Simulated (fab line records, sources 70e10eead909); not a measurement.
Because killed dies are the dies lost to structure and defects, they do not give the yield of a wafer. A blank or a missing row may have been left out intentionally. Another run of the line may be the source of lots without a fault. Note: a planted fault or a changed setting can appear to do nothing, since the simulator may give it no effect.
Commonality check across tools :: flow nandHarc :: Lots sampled 13, wafers sampled 39

== REASON FOR OPENING ==
Flagged at NHARC_A_M0_CD_MEAS_09: reading cdNm, on 1 of 13 lots. Fault-free wafers read 79.7 nm, with a standard deviation of 0.9.
Rule: flag the lot when none of its wafers has a number, or when each of its wafers that has one lies beyond 4 standard deviations from that mean. The rest of the lots are taken to be sound.

lot: L916
measured: day 23 04:08
on: cdSem-01
cdNm (nm), wafer by wafer: 80.2 79.8 79.9
flag: 

lot: L917
measured: day 23 04:56
on: cdSem-03
cdNm (nm), wafer by wafer: 79.8 79.6 80.0
flag: 

lot: L918
measured: day 23 10:35
on: cdSem-03
cdNm (nm), wafer by wafer: 80.9 79.7 80.5
flag: 

lot: L919
measured: day 24 11:10
on: cdSem-03
cdNm (nm), wafer by wafer: 79.1 79.1 79.2
flag: 

lot: L924
measured: day 26 04:49
on: cdSem-03
cdNm (nm), wafer by wafer: 78.4 80.7 80.4
flag: 

lot: L922
measured: day 26 08:04
on: cdSem-03
cdNm (nm), wafer by wafer: 79.1 80.7 80.0
flag: 

lot: L927
measured: day 27 13:09
on: cdSem-01
cdNm (nm), wafer by wafer: 80.0 79.4 79.5
flag: 

lot: L928
measured: day 27 18:50
on: cdSem-02
cdNm (nm), wafer by wafer: 81.0 79.5 80.7
flag: 

lot: L930
measured: day 29 02:12
on: cdSem-03
cdNm (nm), wafer by wafer: 80.7 80.4 81.1
flag: 

lot: L931
measured: day 29 03:54
on: cdSem-02
cdNm (nm), wafer by wafer: 78.7 78.7 79.0
flag: 

lot: L934
measured: day 30 02:34
on: cdSem-01
cdNm (nm), wafer by wafer: 108.3 108.2 109.3
flag: FLAGGED

lot: L938
measured: day 31 01:38
on: cdSem-01
cdNm (nm), wafer by wafer: 80.2 81.1 80.8
flag: 

lot: L937
measured: day 31 07:22
on: cdSem-02
cdNm (nm), wafer by wafer: 81.1 80.7 81.0
flag: 
The numbers of the flagged lots are 108.6 nm on average: +28.9 nm against the usual, or +32 standard deviations.

== WHICH TOOL EACH LOT WENT THROUGH ==
2 process steps preceding the reading are held in the record, out of 1302 steps in the route. In each cell: the tool, then ch and the chambers that the sampled wafers went through, then the start.
lot: L916
flag: 
NHARC_A_BLC_PVD_32: pvdSputter-01, day 23 03:14 or earlier
NHARC_A_M0_PEB_07: lithoTrack-01 ch 0, day 23 04:03

lot: L917
flag: 
NHARC_A_BLC_PVD_32: pvdSputter-01, day 23 04:02 or earlier
NHARC_A_M0_PEB_07: lithoTrack-04 ch 0, day 23 04:51

lot: L918
flag: 
NHARC_A_BLC_PVD_32: pvdSputter-03, day 23 09:41 or earlier
NHARC_A_M0_PEB_07: lithoTrack-06 ch 0, day 23 10:31

lot: L919
flag: 
NHARC_A_BLC_PVD_32: pvdSputter-02, day 24 10:15 or earlier
NHARC_A_M0_PEB_07: lithoTrack-04 ch 0, day 24 11:05

lot: L924
flag: 
NHARC_A_BLC_PVD_32: pvdSputter-01, day 26 04:02 or earlier
NHARC_A_M0_PEB_07: lithoTrack-06 ch 0, day 26 04:44

lot: L922
flag: 
NHARC_A_BLC_PVD_32: pvdSputter-01, day 26 07:17 or earlier
NHARC_A_M0_PEB_07: lithoTrack-06 ch 0, day 26 07:59

lot: L927
flag: 
NHARC_A_BLC_PVD_32: pvdSputter-02, day 27 12:15 or earlier
NHARC_A_M0_PEB_07: lithoTrack-01 ch 0, day 27 13:04

lot: L928
flag: 
NHARC_A_BLC_PVD_32: pvdSputter-03, day 27 17:56 or earlier
NHARC_A_M0_PEB_07: lithoTrack-06 ch 0, day 27 18:45

lot: L930
flag: 
NHARC_A_BLC_PVD_32: pvdSputter-03, day 29 01:18 or earlier
NHARC_A_M0_PEB_07: lithoTrack-06 ch 0, day 29 02:07

lot: L931
flag: 
NHARC_A_BLC_PVD_32: pvdSputter-02, day 29 02:59 or earlier
NHARC_A_M0_PEB_07: lithoTrack-04 ch 0, day 29 03:49

lot: L934
flag: FLAGGED
NHARC_A_BLC_PVD_32: pvdSputter-03, day 30 01:47 or earlier
NHARC_A_M0_PEB_07: lithoTrack-04 ch 0, day 30 02:29

lot: L938
flag: 
NHARC_A_BLC_PVD_32: pvdSputter-03, day 31 00:44 or earlier
NHARC_A_M0_PEB_07: lithoTrack-01 ch 0, day 31 01:33

lot: L937
flag: 
NHARC_A_BLC_PVD_32: pvdSputter-03, day 31 06:27 or earlier
NHARC_A_M0_PEB_07: lithoTrack-06 ch 0, day 31 07:16
What the steps here do:
- NHARC_A_BLC_PVD_32: deposits Ti, target thk 5 nm, time 17.7 s.
- NHARC_A_M0_PEB_07: peb time 65 s.
- NHARC_A_M0_CD_MEAS_09: target cd 80 nm.

== FLAGGED OVER TOTAL, TOOL BY TOOL (the gauges that took the reading come last) ==
step: NHARC_A_BLC_PVD_32
tool: pvdSputter-01
lots run: 4
flagged: 0
share of the flagged lots: none
sound lots run after its first flagged lot: -

step: NHARC_A_BLC_PVD_32
tool: pvdSputter-02
lots run: 3
flagged: 0
share of the flagged lots: none
sound lots run after its first flagged lot: -

step: NHARC_A_BLC_PVD_32
tool: pvdSputter-03
lots run: 6
flagged: 1
share of the flagged lots: all
sound lots run after its first flagged lot: 2 (L938,L937)

step: NHARC_A_M0_PEB_07
tool: lithoTrack-01
lots run: 3
flagged: 0
share of the flagged lots: none
sound lots run after its first flagged lot: -

step: NHARC_A_M0_PEB_07
tool: lithoTrack-04
lots run: 4
flagged: 1
share of the flagged lots: all
sound lots run after its first flagged lot: 0

step: NHARC_A_M0_PEB_07
tool: lithoTrack-06
lots run: 6
flagged: 0
share of the flagged lots: none
sound lots run after its first flagged lot: -

step: NHARC_A_M0_CD_MEAS_09
tool: cdSem-01
lots run: 4
flagged: 1
share of the flagged lots: all
sound lots run after its first flagged lot: 1 (L938)

step: NHARC_A_M0_CD_MEAS_09
tool: cdSem-02
lots run: 3
flagged: 0
share of the flagged lots: none
sound lots run after its first flagged lot: -

step: NHARC_A_M0_CD_MEAS_09
tool: cdSem-03
lots run: 6
flagged: 0
share of the flagged lots: none
sound lots run after its first flagged lot: -
With no start given for some of its lots, NHARC_A_BLC_PVD_32 uses the hours and lot order of NHARC_A_BLC_INSPECT_28.

== THE TABLE: WHAT IT ALLOWS ==
Rows of the table that ran every flagged lot, 3 in all: pvdSputter-03 at NHARC_A_BLC_PVD_32, lithoTrack-04 at NHARC_A_M0_PEB_07, cdSem-01 at NHARC_A_M0_CD_MEAS_09.
- pvdSputter-03 at NHARC_A_BLC_PVD_32: 1 of its 6 lots flagged. Sound lots followed the first flagged one (L938, L937) on it, something a lasting fault affecting the whole tool could not allow.
- lithoTrack-04 at NHARC_A_M0_PEB_07: 1 of its 4 lots flagged. A fault beginning between L931 (day 29 03:49), its last sound lot, and L934 (day 30 02:29), its first flagged one, fits the data. Its own readings (heaterPowerTotalW, plateTempC) fall more than 4 standard deviations out on all wafers of the flagged lots.
- cdSem-01 at NHARC_A_M0_CD_MEAS_09: 1 of its 4 lots flagged. Sound lots followed the first flagged one (L938) on it, something a lasting fault affecting the whole tool could not allow.
Left over: one tool, lithoTrack-04 at NHARC_A_M0_PEB_07.

== WHAT THE SIMULATOR HAD PUT IN ==
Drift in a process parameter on lithoTrack-04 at NHARC_A_M0_PEB_07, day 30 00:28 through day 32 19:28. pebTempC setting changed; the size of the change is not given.
Lots struck among those shown: L934. The rule given above showed the same thing.
